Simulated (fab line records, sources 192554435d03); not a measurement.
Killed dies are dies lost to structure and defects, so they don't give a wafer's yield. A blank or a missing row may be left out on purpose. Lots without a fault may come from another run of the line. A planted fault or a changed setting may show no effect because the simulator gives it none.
fab line records | flow n5_finfet
record lots=10 wafers=28 last_day=18
route steps=1938 shown BEOL_M5@1157 BEOL_M6@1194
lots that met no fault: from a run of the same line without faults
start_h: hours from the record's first day to the start of the lot's first wafer shown | wait_h: hours since the lot's step before | " the same as in the row above | L1.1+2: a row that stands for several wafers | - no value, or no start given | * or withheld: withheld | < > ~ a bound
route shown NAME@n: a module of which the file shows steps, and the number in the route of the first | usual: mean/standard deviation of fault-free wafers | same: alike in all rows | chamber/n: place in a boat | sites: the reading at each site | _std_site: their standard deviation | _edge_site: outer sites' mean less inner sites' | radius_mm: how far each site lies from the wafer's centre | mask NAME#n: copy n | behind: the tool/chamber that last shaped the wafer | hold: why the lot was held/for how many hours/how that ended | device: the transistor (n, p or np) that didn't switch | end of line: the same wafers' tests at the end of the route | a step without rows: its recipe alone | killed: dies lost to structure and defects at the first sort, not the wafer's yield | map: a wafer's dies, x killed, . not, _ none there
set.NAME: the setting as run; set.NAME@STEP: as run at that earlier step | model.NAME: the simulator's own value behind a step, which no gauge read
steps of the route over a sample of lots; a table a step, a row a wafer
services: from which hour (start_h, from the record's first day; less than 0 if before it) a tool's chamber was out of use, for how many hours, and why
## steps
# step N5_BEOL_M5_VIA_ETCH_34
# recipe chemistry=C4F6/O2 target=SiCOH_lowk target_depth_a=883 mask_material=SOC taper_deg=4 time_s=39.2 ion_energy_ev=250 pressure_mtorr=30 source_w=345 bias_w=185 Ar_flow_sccm=300 C4F6_flow_sccm=10 O2_flow_sccm=10
# usual bias_w=184.9/0.57 drypump_motor_current_A=5.7/0.44 oes_product_au=0.77/0.089 rf_vpp_V=667/11 showerhead_plenum_p_Torr=2.87/0.095 throttle_valve_pct=20.95/0.22
# columns lot.wafer tool chamber start_h wait_h bias_w drypump_motor_current_A oes_product_au rf_hours_counter_h rf_vpp_V showerhead_plenum_p_Torr throttle_valve_pct
L210.2 rie_diel-01 2 176.00 0.0 184.5 5.1 0.77 137 665 3.00 21.11
L210.3 " 0 " " 185.3 6.2 0.70 192 663 2.71 21.19
L210.6 " 1 " " 184.2 6.4 0.77 - 670 2.83 20.96
L215.2 rie_diel-06 2 218.11 0.0 185.6 4.8 0.91 23 663 3.01 20.69
L215.3 " 3 " " 184.4 6.1 0.71 243 659 2.80 21.01
L215.6 " 0 " " 184.0 5.6 0.72 - 661 2.93 21.06
L220.1 rie_diel-04 3 242.42 0.0 184.4 6.0 0.68 247 663 2.91 20.94
L220.4 " 0 " " 183.8 5.3 0.74 190 682 2.95 21.06
L221.3 rie_diel-04 3 247.63 0.0 184.3 6.0 0.67 249 662 2.91 20.94
L221.6 " 3 " " 184.2 6.0 0.67 - 663 2.91 20.93
L222.1 rie_diel-04 0 252.70 0.0 184.5 5.4 0.74 194 682 2.95 21.05
L222.4 " 0 " " 185.6 5.4 0.74 - 682 2.95 21.06
L222.6 " 2 " " 185.5 5.9 0.82 - 649 2.87 20.68
L228.1 rie_diel-04 2 289.61 0.0 184.8 5.9 0.81 89 649 2.86 20.71
L228.2 " 3 " " 184.4 6.0 0.93 7 661 2.91 20.48
L228.6 " 3 " " 184.5 6.0 0.93 - 662 2.91 20.48
L230.1 rie_diel-06 3 296.63 0.0 184.8 6.2 0.92 14 659 2.79 20.64
L230.5 " 2 " " 184.7 4.8 0.86 - 664 3.00 20.74
L230.6 " 3 " " 185.2 6.2 0.92 - 661 2.79 20.64
L231.1 rie_diel-04 2 310.17 0.0 184.8 5.9 0.78 96 648 2.86 20.71
L231.2 " 3 " " 185.4 6.0 0.90 14 663 2.90 20.49
L231.4 " 1 " " 185.4 5.5 1.01 3 674 2.90 21.01
L232.2 rie_diel-04 0 313.62 0.0 184.8 5.3 0.71 219 684 2.94 21.09
L232.3 " 1 " " 184.4 5.5 1.00 4 676 2.90 21.03
L232.5 " 2 " " 184.5 5.9 0.79 - 650 2.86 20.73
L233.1 rie_diel-04 2 325.50 0.0 185.6 5.9 0.78 100 647 2.86 20.72
L233.3 " 0 " " 184.6 5.3 0.71 223 682 2.94 21.10
L233.5 " 2 " " 185.7 5.9 0.79 - 647 2.86 20.72
# step N5_BEOL_M5_SPUTTER_48
# recipe material=Cu target_thk_a=150 temp_c=-20 chamber_pressure_pa=0.07 power_w=withheld time_s=27.62
# usual chuck_sensor_temp_C=-16.1/0.54 throttle_valve_pct=29.9/1.2
# columns lot.wafer tool chamber start_h wait_h chuck_sensor_temp_C throttle_valve_pct
L210.2 pvd_sputter-03 - 177.56 0.1 -15.6 29.2
L210.3 " - " " -16.1 30.9
L210.6 " - " " -15.9 31.0
L215.2 pvd_sputter-01 - 219.65 0.1 -16.4 27.8
L215.3 " - " " -16.0 30.1
L215.6 " - " " -15.7 29.8
L220.1 pvd_sputter-02 - 244.30 0.1 -16.6 28.4
L220.4 " - " " -16.0 29.6
L221.3 pvd_sputter-02 - 249.31 0.1 -16.2 31.2
L221.6 " - " " -16.6 28.4
L222.1 pvd_sputter-02 - 254.20 0.1 -16.1 31.2
L222.4 " - " " -16.0 29.6
L222.6 " - " " -15.9 31.2
L228.1 pvd_sputter-03 - 291.40 0.4 -15.8 29.2
L228.2 " - " " -15.6 28.3
L228.6 " - " " -15.9 31.0
L230.1 pvd_sputter-01 - 298.21 0.1 -17.2 30.1
L230.5 " - " " -16.8 30.5
L230.6 " - " " -16.3 27.9
L231.1 pvd_sputter-02 - 312.98 0.1 -16.2 29.5
L231.2 " - " " -16.3 31.3
L231.4 " - " " -16.6 28.2
L232.2 pvd_sputter-01 - 315.90 0.2 -15.4 31.4
L232.3 " - " " -16.4 27.7
L232.5 " - " " -17.2 30.4
L233.1 pvd_sputter-03 - 327.42 0.2 -15.7 28.0
L233.3 " - " " -15.3 30.9
L233.5 " - " " -16.0 31.2
# step N5_BEOL_M6_ILD_DEP_00
# recipe material=SiCOH_lowk target_thk_a=1797.5 temp_c=300 precursor=DEMS/porogen pressure_torr=5 rf_w=500 time_s=33.4
# usual heater_power_w=306/42 showerhead_plenum_p_Torr=5.733/0.014 throttle_valve_pct=13.6/0.66
# columns lot.wafer tool chamber start_h wait_h heater_power_w showerhead_plenum_p_Torr throttle_valve_pct
L210.2 pecvd-02 2 183.20 0.0 256 5.725 13.6
L210.3 " 1 " " 301 5.720 14.2
L210.6 " 2 " " 204 5.730 13.5
L215.2 pecvd-02 2 227.46 0.0 229 5.723 13.5
L215.3 " 0 " " 312 5.739 14.3
L215.6 " 2 " " 241 5.745 13.7
L220.1 pecvd-02 1 249.78 0.0 271 5.741 14.3
L220.4 " 0 " " 296 5.758 14.2
L221.3 pecvd-02 1 254.80 0.1 287 5.720 14.2
L221.6 " 0 " " 333 5.755 14.2
L222.1 pecvd-02 0 259.77 0.0 333 5.743 14.2
L222.4 " 1 " " 270 5.734 14.5
L222.6 " 0 " " 340 5.752 14.1
L228.1 pecvd-01 1 298.13 0.0 294 5.720 13.6
L228.2 " 2 " " 354 5.736 12.5
L228.6 " 0 " " 345 5.706 13.0
L230.1 pecvd-01 0 303.68 0.0 303 5.710 12.9
L230.5 " 1 " " 339 5.722 13.1
L230.6 " 2 " " 333 5.728 12.5
L231.1 pecvd-04 2 318.45 0.0 278 5.736 12.8
L231.2 " 1 " " 279 5.739 14.7
L231.4 " 2 " " 269 5.761 12.9
L232.2 pecvd-01 2 321.37 0.0 323 5.719 12.8
L232.3 " 0 " " 360 5.714 12.8
L232.5 " 2 " " 334 5.739 12.9
L233.1 pecvd-01 1 333.28 0.0 314 5.726 13.6
L233.3 " 2 " " 353 5.737 12.9
L233.5 " 1 " " 323 5.732 13.2
# step N5_BEOL_M6_THK_MEAS_01
# recipe reads=SiCOH_lowk_of_BEOL_M6_ILD_DEP_00
# usual M6_ILD_THK=154.7/1.9
# columns lot.wafer tool chamber start_h wait_h M6_ILD_THK[nm]
L210.2 film_metro-01 - 183.78 0.4 155.4
L210.3 " - " " 154.9
L210.6 " - " " 158.3
L215.2 film_metro-01 - 228.03 0.4 155.9
L215.3 " - " " 154.0
L215.6 " - " " 156.6
L220.1 film_metro-01 - 250.36 0.4 131.4
L220.4 " - " " 155.2
L221.3 film_metro-01 - 255.38 0.3 137.3
L221.6 " - " " 157.6
L222.1 film_metro-01 - 260.34 0.4 130.3
L222.4 " - " " 156.2
L222.6 " - " " 154.9
L228.1 film_metro-01 - 298.71 0.4 151.3
L228.2 " - " " 151.5
L228.6 " - " " 155.6
L230.1 film_metro-02 - 304.25 0.4 151.5
L230.5 " - " " 156.3
L230.6 " - " " 152.8
L231.1 film_metro-01 - 319.03 0.4 155.0
L231.2 " - " " 155.1
L231.4 " - " " 155.8
L232.2 film_metro-02 - 321.94 0.4 151.5
L232.3 " - " " 153.0
L232.5 " - " " 153.5
L233.1 film_metro-02 - 334.34 0.8 151.9
L233.3 " - " " 150.7
L233.5 " - " " 156.5
# step N5_BEOL_M6_DESCUM_16
# recipe chemistry=O2 time_s=7.9 source_power_w=50 bias_power_w=20 pressure_mtorr=20 rf_frequency_hz=2.712e+07 temp_c=40 resist=CAR-ArF o2_flow_sccm=225
# usual drypump_motor_current_A=5.9/0.4 o2_flow_sccm=225.2/0.73 oes_product_au=0.78/0.1 rf_vpp_V=242.7/1.4 showerhead_plenum_p_Torr=2.06/0.079 throttle_valve_pct=20.37/0.22
# columns lot.wafer tool chamber start_h wait_h drypump_motor_current_A o2_flow_sccm oes_product_au rf_hours_counter_h rf_vpp_V showerhead_plenum_p_Torr throttle_valve_pct
L210.2 rie_diel-03 1 187.00 0.4 6.4 224.5 0.77 123 243.2 2.10 20.45
L210.3 " 3 " " 5.9 225.8 0.73 198 241.2 2.06 20.03
L210.6 " 1 " " 6.4 226.0 0.77 - 243.2 2.10 20.43
L215.2 rie_diel-03 1 229.04 0.0 6.4 225.4 0.75 137 243.1 2.09 20.45
L215.3 " 3 " " 5.9 225.2 0.71 214 242.6 2.05 20.04
L215.6 " 3 " " 5.9 224.6 0.71 - 243.3 2.05 20.07
L220.1 rie_diel-03 3 253.89 0.1 5.9 224.9 0.70 225 243.0 2.05 20.07
L220.4 " 1 " " 6.3 224.3 0.74 148 242.8 2.09 20.47
L221.3 rie_diel-05 1 259.23 0.0 5.2 225.6 0.68 246 244.3 2.16 20.83
L221.6 " 3 " " 6.5 225.1 0.68 - 242.2 2.15 20.70
L222.1 rie_diel-03 1 262.80 0.0 6.3 225.8 0.74 151 243.1 2.09 20.48
L222.4 " 2 " " 5.5 225.6 0.95 16 243.4 2.03 19.98
L222.6 " 0 " " 6.2 224.3 0.98 - 242.3 2.06 20.26
L228.1 rie_diel-05 2 301.16 0.1 5.5 225.2 0.85 63 240.9 2.02 20.09
L228.2 " 3 " " 6.5 224.9 0.66 249 242.9 2.14 20.72
L228.6 " 0 " " 5.8 225.3 0.96 - 243.1 2.16 20.07
L230.1 rie_diel-02 1 304.92 0.0 5.4 225.5 0.69 231 245.9 2.15 20.33
L230.5 " 3 " " 5.9 224.8 0.79 - 241.8 2.01 20.47
L230.6 " 0 " " 6.4 223.7 0.71 - 240.2 1.89 20.47
L231.1 rie_diel-02 0 321.51 0.0 6.4 226.8 0.70 197 240.7 1.89 20.49
L231.2 " 1 " " 5.4 225.5 0.69 237 244.8 2.15 20.34
L231.4 " 2 " " 5.8 224.2 0.86 44 243.0 2.05 20.41
L232.2 rie_diel-02 3 322.96 0.1 5.9 225.0 0.79 102 242.1 2.01 20.49
L232.3 " 1 " " 5.4 225.4 0.68 238 243.6 2.15 20.33
L232.5 " 3 " " 5.9 224.3 0.78 - 242.2 2.01 20.49
L233.1 rie_diel-02 3 335.47 0.0 6.0 225.4 0.77 106 241.3 2.00 20.51
L233.3 " 0 " " 6.3 223.9 0.71 202 239.7 1.89 20.50
L233.5 " 1 " " 5.3 224.1 0.68 - 243.9 2.15 20.34
## services
# columns tool chamber start_h hours kind
pecvd-04 - 180.72 0.2 repair
rie_diel-03 1 217.32 3.5 repair
rie_diel-01 2 244.51 16.5 repair
rie_diel-04 3 251.21 - clean
rie_diel-04 3 251.21 - consumable_replace:focus_ring
rie_diel-04 3 251.21 22.0 scheduled_down
rie_diel-04 3 251.21 22.0 vent_cycle
pecvd-02 2 252.11 3.4 repair
rie_diel-05 3 253.97 1.8 repair
pvd_sputter-03 - 254.06 7.5 repair
pecvd-02 - 257.22 1.5 repair
rie_diel-02 1 259.41 3.0 repair
rie_diel-02 0 272.35 6.4 repair
rie_diel-03 3 272.91 8.3 repair
rie_diel-04 1 273.24 - clean
rie_diel-04 1 273.24 - consumable_replace:focus_ring
rie_diel-04 1 273.24 28.3 scheduled_down
rie_diel-06 0 287.07 4.0 repair
rie_diel-01 1 288.75 1.8 repair
rie_diel-03 2 308.08 2.5 repair
rie_diel-03 3 308.34 5.9 repair
rie_diel-03 1 314.59 8.3 repair
rie_diel-01 2 333.70 4.4 repair
rie_diel-05 2 335.38 4.5 repair
## key
first_sign step=N5_BEOL_M6_THK_MEAS_01 reading=M6_ILD_THK direction=down sigmas=11 usual=154.7 struck=133.0
effect none on later readings
met_at N5_BEOL_M6_ILD_DEP_00
struck_lots L220,L221,L222
struck_wafers L220.1,L221.3,L222.1
not_acting_at N5_BEOL_M5_VIA_ETCH_34,N5_BEOL_M5_SPUTTER_48,N5_BEOL_M6_DESCUM_16
onset_between 227.46 249.78
fault kind=process_parameter_drift tool=pecvd-02 chamber=- onset_h=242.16 steps=N5_BEOL_M6_ILD_DEP_00 channel=time_s offset=* shape=step end_h=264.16 scope=struck_wafers_only acts_in=* stated=*
